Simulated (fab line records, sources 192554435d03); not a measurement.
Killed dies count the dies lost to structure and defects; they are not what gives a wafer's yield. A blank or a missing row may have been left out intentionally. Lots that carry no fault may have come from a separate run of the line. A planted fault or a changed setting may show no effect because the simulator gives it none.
One fault through the eyes of 2 desks ; flow n5_finfet ; only its own numbers are on each desk; what lay behind them is given at the end

== THE TOOL OWNER'S DESK: pecvd-01 ==
The tool's own readings at N5_BEOL_M11_ILD_DEP_00 (deposits SiCOH lowk from DEMS/porogen, target thk 308.51 nm, time 58 s): means of the sampled wafers that have a number, for each lot that ran on this tool. If a lot's mean is further than 4 standard deviations from the usual mean, the lot is out of limits and carries the mark OUT (the distance appears in the brackets).
Columns: A = heater_power_w at N5_BEOL_M11_ILD_DEP_00, usual 299 W; B = showerhead_plenum_p_Torr at N5_BEOL_M11_ILD_DEP_00, usual 5.742 Torr; C = throttle_valve_pct at N5_BEOL_M11_ILD_DEP_00, usual 14.0 %
lot;first seen here;A;B;C
L101;day 10 12:35;295;5.736;14.3
L103;day 10 16:31;315;5.730;14.4
L102;day 10 22:21;301;5.733;14.1
L105;day 11 08:13;301;5.736;14.1
L110;day 12 16:01;294;5.738;14.2
L112;day 13 20:10;328;5.737;14.1
L117;day 14 06:34;326;5.733;13.6
Finding of this desk: none of the 7 lots has anything out of limits.

== THE DEFECT DESK ==
Per lot, the means of the sampled wafers with a number show what the inspections along the route counted. If a lot's mean is further than 4 standard deviations from the usual mean, the lot is out of limits and carries the mark OUT (the distance appears in the brackets).
Columns: A = raw_defect_count at N5_BEOL_M11_INSPECT_13, usual 375
lot;first seen here;A
L101;day 10 14:52;301
L103;day 10 18:32;350
L102;day 11 02:04;326
L105;day 11 10:50;394
L106;day 11 19:16;403
L108;day 12 11:41;478
L110;day 12 18:14;390
L112;day 13 21:34;513
L115;day 14 00:32;404
L117;day 14 09:00;546
Finding of this desk: none of the 10 lots has anything out of limits.

== ALL TOGETHER ==
The desk of the tool owner found nothing out of limits.
Nothing out of limits was seen by the defect desk.

== WHAT THE SIMULATOR HAD INSERTED ==
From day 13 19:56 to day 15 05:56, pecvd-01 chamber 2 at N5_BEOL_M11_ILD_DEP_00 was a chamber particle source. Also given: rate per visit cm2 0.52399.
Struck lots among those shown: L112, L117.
